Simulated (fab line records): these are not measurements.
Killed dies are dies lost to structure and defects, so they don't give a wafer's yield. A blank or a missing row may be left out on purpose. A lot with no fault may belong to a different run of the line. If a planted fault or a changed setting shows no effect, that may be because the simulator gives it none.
Struck lot and sound lot, side by side | flow n5Finfet | 16 out of 1938 route steps
Sound: these wafers, L799.1, L799.3, L799.5. Struck: wafers L814.1, L814.5, L814.6. The cause is named last.
For every step that has rows: the tool of each side, followed by ch and its chambers, followed by its first start. Under that, the readings that differ: sound wafers | struck wafers | difference of the means | sigmas: that difference in standard deviations of wafers without a fault.
alike: readings whose means differ by less than 2 such deviations, and words and numbers that are the same on both sides. not compared: withheld readings, readings that some wafer has no value for, bounds like >300 that may hide the same value, and numbers for which the record gives no deviation and whose values overlap.
The two part at a step that has a row with sigmas, a row that says differs or no value, or rows on one side only. When numbers do not overlap yet have no deviation, they are printed without sigmas and do not part them. A reading missing from all wafers of one side parts the sides only when that side holds two or more wafers.

N5_MOL_CONTACT_COAG_CD_MEAS_99: the cd target is 17.2 nm.
  sound: cdSem-03 at day 5 11:58; struck: cdSem-03 at day 9 08:07
  alike: cdNm
then, 5 steps without rows for these wafers: N5_MOL_CONTACT_COAG_IMPLANT_129; N5_MOL_CONTACT_COAG_PRECLEAN_111 (cleans in NF3:NH3, afs cycles 1, time 20 s, sublimation time 60 s); N5_MOL_CONTACT_COAG_TI_SIL_19 (material Ti, target thk 4.2 nm, time 15 s); N5_MOL_CONTACT_COAG_ALD_20 (deposits TiN, target thk 1.5 nm, pulse time 1 s, purge time 3 s); N5_MOL_CONTACT_COAG_SIL_ANNEAL_21 (time 60 s).
N5_MOL_CONTACT_COAG_PRE_CLEAN_141: time 60 s.
  sound: pvdSputter-02 at day 5 13:52; struck: pvdSputter-01 at day 9 10:37
  alike: heaterPowerW
N5_MOL_CONTACT_COAG_SPUTTER_143: material Co, target thk 2.5 nm.
  sound: pvdSputter-02 at day 5 13:56; struck: pvdSputter-01 at day 9 10:41
  alike: throttleValvePct
then, 1 step without rows for these wafers: N5_MOL_CONTACT_COAG_CO_FILL_22 (material Co, precursor CCTBA/H2, target thk 20 nm).
N5_MOL_CONTACT_COAG_ANNEAL_113: time 300 s.
  sound on rtpAnneal-02 ch 0, day 5 14:41; struck on rtpAnneal-02 ch 0, day 9 11:26
  alike: lampPowerPct, wafer_temp_C_max
N5_MOL_CONTACT_COAG_PRE_CLEAN_142: time 60 s.
  sound: pvdSputter-02 at day 5 16:15; struck: pvdSputter-03 at day 9 13:04
  alike: heaterPowerW
N5_MOL_CONTACT_COAG_SPUTTER_130: material Co, target thk 47.5 nm.
  sound: pvdSputter-02 at day 5 16:19; struck: pvdSputter-03 at day 9 13:08
  alike: throttleValvePct
N5_MOL_CONTACT_COAG_PRECLEAN_125: cleans in DIW, time 57.5 s.
  sound on wetBench-01 ch 2,3,4, day 5 16:26; struck on wetBench-05 ch 0,1,3, day 9 13:16
reading        | sound          | struck         | difference | sigmas
runLengthS (s) | 64.0 63.2 63.9 | 88.5 89.2 87.3 | +24.6      | +10
then, 1 step without rows for these wafers: N5_MOL_CONTACT_COAG_SRD_126 (dry time 32 s).
-- a jump in the record: the struck wafers' starts before and after are 3 days apart (it breaks off in module MOL_CONTACT_COAG and resumes in module BEOL_M4, where the first step shown is number 1111 of the route) --
N5_BEOL_M4_RC_MEAS_101:
  sound on prober-01 ch 0, day 9 03:01; struck on prober-01 ch 0, day 12 16:02
  alike: DIBL_N, DIBL_P, IOFF_N, IOFF_P, ION_N, ION_P, SS_N, SS_P, VT_N, VT_P
-- here the record skips 4 days between the struck wafers' starts before and after, leaving off in module BEOL_M4 and picking up in module PASSIVATION (first step shown: number 1936 of the route) --
N5_PASSIVATION_PROBE_49:
  only the struck wafers here have rows in the record (prober-02, day 16 10:31); the sound ones have none

== WHERE THEY PART ==
First at N5_MOL_CONTACT_COAG_PRECLEAN_125; last, within this record, at N5_PASSIVATION_PROBE_49.

WHY: what the simulator had put in
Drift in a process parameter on wetBench-05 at N5_MOL_CONTACT_COAG_PRECLEAN_125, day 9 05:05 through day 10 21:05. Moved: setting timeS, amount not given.
